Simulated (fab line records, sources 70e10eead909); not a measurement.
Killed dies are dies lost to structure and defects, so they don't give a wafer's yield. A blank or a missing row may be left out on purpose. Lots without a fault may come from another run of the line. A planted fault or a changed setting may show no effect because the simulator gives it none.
A struck lot beside a sound one | flow nand_harc | 15 steps out of a route of 1302
Sound: wafers L588.1, L588.5, L588.6. Struck: wafers L582.2, L582.4. The cause comes at the end.
At each step with rows: each side's tool, then ch and its chambers, then its first start. Under that, the readings that differ: sound wafers | struck wafers | difference of the means | sigmas: that difference in standard deviations of wafers without a fault.
alike: readings whose means differ by less than 2 such deviations, and words and numbers that are the same on both sides. not compared: withheld readings, readings that some wafer has no value for, bounds like >300 that may hide the same value, and numbers for which the record gives no deviation and whose values overlap.
The two part at a step that has a row with sigmas, a row that says differs or no value, or rows on one side only. Numbers that don't overlap but have no deviation are shown without sigmas and don't part them. A reading that every wafer of one side lacks parts them only if that side has two wafers or more.

first, 5 steps without rows for these wafers: NHARC_A_CHANNEL_HOLE_D2_SOFTBAKE_05 (time 55 s); NHARC_A_CHANNEL_HOLE_D2_EBR_06; NHARC_A_CHANNEL_HOLE_D2_EXPOSE_07 (exposes mask HOLE D2, target cd 100 nm); NHARC_A_CHANNEL_HOLE_D2_PEB_08 (peb time 65 s); NHARC_A_CHANNEL_HOLE_D2_DEVELOP_09 (develop time 35 s).
NHARC_A_CHANNEL_HOLE_D2_CD_MEAS_10: target cd 100 nm.
  sound on cd_sem-01 ch 0, day 20 03:07; struck on cd_sem-01 ch 0, day 17 00:13
  alike: cd_nm
NHARC_A_CHANNEL_HOLE_D2_OVL_MEAS_11:
  sound on overlay-02, day 20 03:13; struck on overlay-01, day 17 00:17
  alike: overlay_x_nm, overlay_y_nm
NHARC_A_CHANNEL_HOLE_D2_INSPECT_12:
  sound on defect_inspect-02, day 20 03:15; struck on defect_inspect-02, day 17 00:20
  alike: raw_defect_count
NHARC_A_CHANNEL_HOLE_D2_DESCUM_15: chemistry O2, time 3 s.
  sound on rie_diel-08 ch 0,1, day 20 03:19; struck on rie_diel-03 ch 2,3, day 17 00:23
  alike: drypump_motor_current_A, mfc_ar_sccm, oes_product_au, rf_vpp_V, showerhead_plenum_p_Torr, throttle_valve_pct
  not compared: rf_hours_counter_h
NHARC_A_CHANNEL_HOLE_D2_ETCH_38: etches the open film in CF4, target depth 39 nm, time 65 s.
  sound on rie_diel-08 ch 2,3, day 20 03:23; struck on rie_diel-03 ch 2,3, day 17 00:29
  alike: drypump_motor_current_A, mfc_ar_sccm, oes_product_au, rf_vpp_V, run_length_s, showerhead_plenum_p_Torr, throttle_valve_pct
  not compared: rf_hours_counter_h
NHARC_A_CHANNEL_HOLE_D2_ETCH_39: etches the open film in N2/H2, target depth 260 nm, time 325 s.
  sound on rie_diel-08 ch 1,2; struck on rie_diel-03 ch 1,3
  reading               | sound             | struck      | difference | sigmas
  oes_product_au (a.u.) | 0.982 1.002 0.979 | 1.018 1.019 | +0.031     | +2
  alike: drypump_motor_current_A, mfc_ar_sccm, rf_vpp_V, run_length_s, showerhead_plenum_p_Torr, throttle_valve_pct
  not compared: rf_hours_counter_h
NHARC_A_CHANNEL_HOLE_D2_ETCH_34: etches the open film in CF4/CHF3, target depth 154 nm, time 77 s.
  sound on rie_diel-08 ch 0,1; struck on rie_diel-03 ch 1,2
  alike: drypump_motor_current_A, mfc_ar_sccm, oes_product_au, rf_vpp_V, run_length_s, showerhead_plenum_p_Torr, throttle_valve_pct
  not compared: rf_hours_counter_h
NHARC_A_CHANNEL_HOLE_D2_ETCH_16: etches the open film in O2/COS, target depth 3100 nm, time 806 s.
  sound on rie_diel-08 ch 0,1, day 20 03:50; struck on rie_diel-03 ch 2,3, day 17 01:10
  reading          | sound             | struck      | difference | sigmas
  run_length_s (s) | 827.3 827.1 827.4 | 633.9 633.6 | -193.5     | -99 or more
  alike: drypump_motor_current_A, mfc_ar_sccm, oes_product_au, rf_vpp_V, showerhead_plenum_p_Torr, throttle_valve_pct
  not compared: rf_hours_counter_h
NHARC_A_CHANNEL_HOLE_D2_CD_MEAS_18:
  sound on cd_sem-02, day 20 04:25; struck on cd_sem-02, day 17 01:42
  alike: cd_nm
-- the record jumps here: 11 days lie between the struck wafers' starts before and after (it left off in module A_CHANNEL_HOLE_D2 and takes up again in module END, whose first step shown is number 1302 of the route) --
NHARC_END_SORT_01:
  sound on prober-02 ch 0, day 31 06:45; struck on prober-02 ch 0, day 28 06:08
  reading         | sound    | struck  | difference | sigmas
  killed_at_array | 42 42 54 | 497 453 | +429       | +25
  killed_at_other | 0 0 0    | 2 3     | +2         | +2
  killed_dies     | 44 43 57 | 499 461 | +432       | +27
  alike: killed_at_periphery, killed_open, killed_short

WHERE THEY PART
First at NHARC_A_CHANNEL_HOLE_D2_ETCH_39; last, within this record, at NHARC_END_SORT_01.

WHY: what the simulator had put in
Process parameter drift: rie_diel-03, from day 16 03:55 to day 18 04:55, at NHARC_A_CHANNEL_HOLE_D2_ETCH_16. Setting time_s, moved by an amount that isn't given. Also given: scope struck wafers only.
